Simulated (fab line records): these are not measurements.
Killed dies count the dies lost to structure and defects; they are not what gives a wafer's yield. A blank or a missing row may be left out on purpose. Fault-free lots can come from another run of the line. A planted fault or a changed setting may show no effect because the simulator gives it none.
Which tool was responsible?    flow nand-harc    11 lots with 32 wafers sampled at 5 steps, on a route of 1302 steps

== WHAT EACH GAUGE READ, for each wafer ==
NHARC_END_SORT_01.
lot   measured      on         killed-at-array
L416  day 28 05:52  prober-02  40 669
L417  day 29 07:24  prober-01  19 671 28
L428  day 33 08:35  prober-02  18 23 22

== WHAT TOOL EACH LOT RAN ON (gives the tool, then ch and the chambers of the sampled wafers, and finally the start) ==
lot   NHARC_A_STAIRCASE_ETCHBACK_422      NHARC_A_STAIRCASE_DEP_471        NHARC_A_SGD_CUT_DESCUM_14           NHARC_A_SGD_CUT_ETCH_59
L406  rie-diel-09 ch 0,1, day 19 03:00    pecvd-01 ch 0,2, day 19 03:38    rie-diel-05 ch 0,3, day 19 05:14    rie-diel-05 ch 2,3, day 19 05:26
L408  rie-diel-06 ch 0,2,3, day 19 23:02  pecvd-02 ch 0,1,2, day 20 00:12  rie-diel-07 ch 0,1,2, day 20 01:46  rie-diel-07 ch 2,3, day 20 01:55
L416  rie-diel-06 ch 3, day 22 22:57      pecvd-02 ch 0,2, day 22 23:38    rie-diel-01 ch 0, day 23 01:10      rie-diel-01 ch 3, day 23 01:20
L417  rie-diel-09 ch 0,2, day 23 18:30    pecvd-02 ch 0,1,2, day 23 19:10  rie-diel-01 ch 0,3, day 23 20:43    rie-diel-01 ch 0,2, day 23 20:55
L418  rie-diel-09 ch 0,1,2, day 24 01:37  pecvd-04 ch 0,1,2, day 24 02:13  rie-diel-05 ch 0,2,3, day 24 03:49  rie-diel-05 ch 0,1,2, day 24 04:01
L419  rie-diel-09 ch 0,2, day 24 20:04    pecvd-02 ch 1,2, day 24 20:45    rie-diel-05 ch 2,3, day 24 22:10    rie-diel-05 ch 2,3, day 24 22:22
L421  rie-diel-09 ch 0,2,3, day 25 05:04  pecvd-02 ch 0,1, day 25 05:45    rie-diel-07 ch 1,2, day 25 07:15    rie-diel-07 ch 2,3, day 25 07:27
L423  rie-diel-06 ch 0,1,3, day 25 19:11  pecvd-04 ch 1,2, day 25 19:54    rie-diel-05 ch 1,2,3, day 25 21:31  rie-diel-05 ch 1,2,3, day 25 21:41
L428  rie-diel-12 ch 0,2,3, day 28 01:17  pecvd-01 ch 1,2, day 28 01:55    rie-diel-01 ch 1,2,3, day 28 03:31  rie-diel-01 ch 2,3, day 28 03:41
L426  rie-diel-09 ch 1,3, day 28 01:35    pecvd-04 ch 0,1, day 28 02:18    rie-diel-01 ch 1,2, day 28 03:54    rie-diel-01 ch 2,3, day 28 04:04
L427  rie-diel-12 ch 0,3, day 28 02:50    pecvd-01 ch 0,1,2, day 28 03:32  rie-diel-01 ch 2,3, day 28 04:58    rie-diel-01 ch 0,3, day 28 05:10
- NHARC_A_STAIRCASE_ETCHBACK_422: etches the open film in CH3F/O2, target depth 40 nm, time 74.286 s.
- NHARC_A_STAIRCASE_DEP_471: deposits SiO2, target thk 100 nm.
- NHARC_A_SGD_CUT_DESCUM_14: chemistry O2, time 3 s.
- NHARC_A_SGD_CUT_ETCH_59: etches the open film in N2/H2, target depth 260 nm, time 406.25 s.

== THE ANSWER, worked out from the rows above alone ==
Rule: what is usual is taken from the lots themselves. The widest of any qualifying gaps counts: lots, ordered by their means at a reading, are off when they make up no more than a third of the lots, leave a main group of 4 or more, and stand apart from it by 3 or more times the standard deviation of that group's means. A main group whose means are all the same, to the digits that the tables above print for the reading, isn't used. Also off: a lot with no number at a reading for which 4 or more lots have one. All remaining lots with rows at the step are treated as sound.
None of the lots is off at any reading shown; this tells nothing.

== WHAT THE SIMULATOR HAD PUT IN ==
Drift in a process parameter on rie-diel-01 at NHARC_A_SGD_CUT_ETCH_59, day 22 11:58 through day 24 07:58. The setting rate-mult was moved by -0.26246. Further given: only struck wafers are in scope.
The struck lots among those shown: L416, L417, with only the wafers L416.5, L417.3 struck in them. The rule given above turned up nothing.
